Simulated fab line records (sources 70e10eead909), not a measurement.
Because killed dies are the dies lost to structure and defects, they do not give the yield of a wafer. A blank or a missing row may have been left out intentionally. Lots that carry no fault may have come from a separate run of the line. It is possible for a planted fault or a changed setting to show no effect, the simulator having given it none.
The tool behind it: which one? | flow nandHarc | 14 lots with 42 wafers sampled at 5 steps, on a route of 1159 steps

== WHAT EACH GAUGE READ, for each wafer ==
NHARC_A_CONTACT_OVL_MEAS_09.
lot  | measured     | on         | overlayXNm (nm) | overlayYNm (nm)
L536 | day 16 21:21 | overlay-02 | 0.4 -0.4 0.0    | 1.4 1.6 1.8
L537 | day 17 06:41 | overlay-02 | 0.2 0.4 0.2     | -0.4 0.3 -0.8
L539 | day 17 10:14 | overlay-02 | -0.1 0.0 -0.4   | 0.7 0.6 0.0
L538 | day 17 11:05 | overlay-02 | 2.0 1.4 1.7     | 0.7 0.8 0.6
L540 | day 17 21:37 | overlay-02 | 1.4 1.9 1.6     | -0.6 -1.0 -0.6
L541 | day 18 03:29 | overlay-01 | -1.0 0.0 -0.3   | -0.2 -0.4 0.3
L543 | day 18 14:02 | overlay-02 | -0.4 0.7 -0.2   | -1.0 -1.5 -1.3
L544 | day 18 16:34 | overlay-01 | -0.7 -1.0 -0.6  | -0.7 -0.2 -0.8
L549 | day 19 20:59 | overlay-01 | 0.3 0.3 -0.2    | -0.4 -0.2 -0.2
L550 | day 20 06:11 | overlay-02 | 0.1 -0.3 -0.2   | -1.9 -2.4 -1.7
L552 | day 21 00:14 | overlay-02 | -1.3 -1.2 -1.2  | 0.1 0.7 0.4
L553 | day 21 03:23 | overlay-02 | 1.1 1.6 0.9     | 0.1 0.0 0.1
L556 | day 21 18:47 | overlay-02 | -0.3 -0.4 -0.5  | 0.2 0.0 -0.2
L558 | day 23 04:28 | overlay-02 | 0.3 0.8 0.2     | 0.4 0.3 0.5

NHARC_A_CONTACT_CD_MEAS_15.
lot  | measured     | on       | cdNm (nm)
L536 | day 16 23:56 | cdSem-01 | 89.5 88.9 89.2
L537 | day 17 09:07 | cdSem-01 | 89.9 89.7 89.1
L539 | day 17 12:38 | cdSem-01 | 89.4 89.9 89.8
L538 | day 17 13:29 | cdSem-01 | 90.0 89.8 90.4
L540 | day 18 00:01 | cdSem-02 | 90.3 89.3 89.2
L541 | day 18 05:59 | cdSem-01 | 89.6 89.8 89.5
L543 | day 18 16:27 | cdSem-01 | 90.3 90.8 90.2
L544 | day 18 19:02 | cdSem-01 | 89.9 90.0 89.2
L549 | day 19 23:23 | cdSem-02 | 90.3 89.8 90.1
L550 | day 20 08:40 | cdSem-03 | 89.3 90.3 90.4
L552 | day 21 02:42 | cdSem-02 | 89.8 90.2 90.2
L553 | day 21 05:58 | cdSem-02 | 90.6 90.1 90.0
L556 | day 21 21:12 | cdSem-03 | 90.1 90.5 89.9
L558 | day 23 07:16 | cdSem-01 | 89.9 90.3 89.7

NHARC_END_SORT_01.
lot  | measured     | on        | killedAtArray | killedAtOther | killedAtPeriphery | killedDies  | killedOpen | killedShort
L536 | day 19 12:32 | prober-02 | 24 18 14      | 0 0 0         | 7 3 5             | 31 21 19    | 4 1 2      | 2 2 3
L550 | day 22 09:38 | prober-02 | 671 673 670   | 1 0 0         | 5 4 7             | 677 677 677 | 4 4 1      | 3 4 4

== WHICH TOOL RAN EACH LOT (tool, then ch and the chambers of the sampled wafers, then the start) ==
lot  | NHARC_A_CONTACT_ETCH_136           | NHARC_A_CONTACT_ETCH_98
L536 | harCapEtch-03 ch 0,1, day 16 22:58 | rieDiel-08 ch 2,3, day 16 23:51
L537 | harCapEtch-02 ch 0,1, day 17 08:07 | rieDiel-08 ch 0,1,2, day 17 09:01
L539 | harCapEtch-03 ch 0, day 17 11:40   | rieDiel-08 ch 1,2, day 17 12:34
L538 | harCapEtch-02 ch 0,1, day 17 12:34 | rieDiel-08 ch 0,3, day 17 13:25
L540 | harCapEtch-01 ch 0,1, day 17 23:03 | rieDiel-08 ch 0,3, day 17 23:56
L541 | harCapEtch-01 ch 0, day 18 05:01   | rieDiel-08 ch 0,1,2, day 18 05:55
L543 | harCapEtch-02 ch 0,1, day 18 15:29 | rieDiel-08 ch 2,3, day 18 16:22
L544 | harCapEtch-01 ch 0,1, day 18 18:05 | rieDiel-08 ch 1,2, day 18 18:58
L549 | harCapEtch-03 ch 0,1, day 19 22:25 | rieDiel-08 ch 0,2, day 19 23:19
L550 | harCapEtch-03 ch 0,1, day 20 07:40 | rieDiel-08 ch 1,2,3, day 20 08:35
L552 | harCapEtch-01 ch 0,1, day 21 01:41 | rieDiel-05 ch 0,1,3, day 21 02:37
L553 | harCapEtch-02 ch 0,1, day 21 04:52 | rieDiel-05 ch 1,2,3, day 21 05:53
L556 | harCapEtch-02 ch 0,1, day 21 20:13 | rieDiel-07 ch 1,2,3, day 21 21:07
L558 | harCapEtch-03 ch 0,1, day 23 06:16 | rieDiel-05 ch 0,1,2, day 23 07:11
- NHARC_A_CONTACT_ETCH_136: etches the open film in C4F8/O2/Ar, time 132 s, target depth 1287 nm.
- NHARC_A_CONTACT_ETCH_98: etches the open film in C4F6/O2, target depth 20 nm, time 10 s.

== WHAT THE TOOLS THEMSELVES READ (means of the sampled wafers that have a number; where no wafer has one, the mark that the record gives instead) ==
NHARC_A_CONTACT_ETCH_98.
lot  | tool       | drypumpMotorCurrentA (A) | o2FlowSccm (sccm) | oesProductAu (a.u.) | rfVppV (V) | showerheadPlenumPTorr (Torr) | throttleValvePct (%)
L536 | rieDiel-08 | 5.5                      | 20.02             | 0.992               | 544.2      | 3.78                         | 26.903
L537 | rieDiel-08 | 6.1                      | 20.00             | 0.971               | 546.2      | 3.88                         | 26.909
L539 | rieDiel-08 | 6.4                      | 20.05             | 0.948               | 545.2      | 3.83                         | 26.908
L538 | rieDiel-08 | 5.5                      | 19.92             | 0.947               | 546.4      | 3.87                         | 26.904
L540 | rieDiel-08 | 5.3                      | 19.95             | 0.957               | 544.5      | 3.80                         | 26.901
L541 | rieDiel-08 | 6.1                      | 20.01             | 0.943               | 546.1      | 3.87                         | 26.908
L543 | rieDiel-08 | 5.8                      | 20.01             | 0.957               | 544.1      | 3.83                         | 26.904
L544 | rieDiel-08 | 6.4                      | 19.98             | 0.939               | 544.3      | 3.83                         | 26.897
L549 | rieDiel-08 | 5.7                      | 20.02             | 0.750               | 547.4      | 3.91                         | 26.903
L550 | rieDiel-08 | 6.0                      | 20.01             | 0.734               | 544.3      | 3.80                         | 26.903
L552 | rieDiel-05 | 5.5                      | 19.98             | 0.962               | 547.8      | 4.01                         | 26.905
L553 | rieDiel-05 | 5.8                      | 19.99             | 0.960               | 549.2      | 4.02                         | 26.902
L556 | rieDiel-07 | 5.6                      | 20.03             | 0.991               | 547.0      | 3.90                         | 26.903
L558 | rieDiel-05 | 5.9                      | 19.93             | 1.002               | 549.3      | 4.05                         | 26.893

== THE ANSWER, worked out from the rows above alone ==
Rule: the lots themselves supply what counts as usual. Put in order of their means at a reading, lots are off if they are a third of the lots or fewer, leave a main group of 4 or more, and stand apart from it by a gap of 3 or more times the standard deviation of the main group's means; of several such gaps the widest counts. Not used: any main group whose means are identical at the precision the tables above print for the reading. A lot without any number at a reading at which 4 lots or more have one is off too. Where the step has rows for the other lots, those lots are counted as sound. Order of review: gauges by route order, followed by the tools' own readings, for which a lot's mean as printed above is used. The first step at which some lot is off is used, and at that step the reading that is off furthest; a lot without a number counts as furthest.
Off: L549, L550, at NHARC_A_CONTACT_ETCH_98 (oesProductAu). The main group: mean 0.964 a.u., standard deviation 0.02.
If a tool, at that step or one of the process steps before it, ran each lot that is off and ran no sound lot following the first of them, it fits. One candidate fits, namely rieDiel-08 at NHARC_A_CONTACT_ETCH_98. Its last sound lot is L544 (day 18 18:58), its first lot that is off L549 (day 19 23:19): a fault that began between those two fits.
The tool's own readings at NHARC_A_CONTACT_ETCH_98 bear it out: on the lots that are off they differ by more than 5 times the standard deviation of the sound lots' means. oesProductAu reads 0.742 a.u. there against 0.964 a.u. on the sound lots.

== WHAT HAD BEEN PUT IN BY THE SIMULATOR ==
Drift in process parameters on rieDiel-08 at NHARC_A_CONTACT_ETCH_98, starting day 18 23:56. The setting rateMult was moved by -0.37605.
Shown lots that were struck: L549, L550. Same finding as the rule above.
